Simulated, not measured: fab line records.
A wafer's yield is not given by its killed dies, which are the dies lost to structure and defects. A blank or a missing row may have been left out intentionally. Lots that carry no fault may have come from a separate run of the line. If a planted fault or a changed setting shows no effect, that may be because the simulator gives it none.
Chamber matching ; flow n5Finfet ; 4 sister chambers for N5_BEOL_M10_ETCH_62 on rieDiel-01
The step etches SOC in N2/H2, target depth 110 nm, overetch 22 nm, time 165 s. 8 wafers are shown with their chamber, then 12 later ones without.

## WAFERS, EACH WITH ITS CHAMBER
wafer;chamber;showerheadPlenumPTorr (Torr);throttleValvePct (%)
L080.2;1;2.40;18.42
L083.3;2;2.51;18.02
L083.4;1;2.40;18.42
L083.5;3;2.50;17.84
L083.6;0;2.63;18.04
L081.1;2;2.51;18.05
L081.4;0;2.62;18.05
L081.5;3;2.49;17.85

## WAFERS WITHOUT THEIR CHAMBER
wafer;showerheadPlenumPTorr (Torr);throttleValvePct (%)
L089.1;2.62;18.05
L089.2;2.71;18.00
L089.3;2.51;17.54
L089.4;2.62;18.06
L089.5;2.51;17.54
L089.6;2.71;18.04
L090.1;2.51;17.58
L090.3;2.61;18.09
L090.4;2.71;18.02
L093.1;2.50;17.57
L093.2;2.71;18.03
L093.4;2.50;17.57

## THE CHAMBER EACH PASSED THROUGH
wafer;from the rows above;in truth
L089.1;0;0
L089.2;0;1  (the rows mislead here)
L089.3;3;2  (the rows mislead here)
L089.4;0;0
L089.5;3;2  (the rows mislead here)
L089.6;0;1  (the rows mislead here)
L090.1;3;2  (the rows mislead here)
L090.3;0;0
L090.4;0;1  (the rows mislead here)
L093.1;3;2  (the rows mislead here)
L093.2;0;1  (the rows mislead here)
L093.4;3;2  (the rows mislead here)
3 of 12 placed correctly. Can't be placed from these rows: 0. 9 placed wrongly.
How it was worked out, from the rows above alone: a wafer's distance from a chamber is the root of the sum, over the readings, of the square of ((its reading less the chamber's mean) divided by the reading's scatter). If the next closest chamber is less than 2 further off than the closest, the wafer can't be placed; otherwise it belongs to the closest. The mean given for a chamber averages the wafers shown for that chamber. The scatter is the square root of a quotient: the sum, over the shown wafers, of each reading's squared deviation from its chamber's mean, divided by wafers minus chambers.
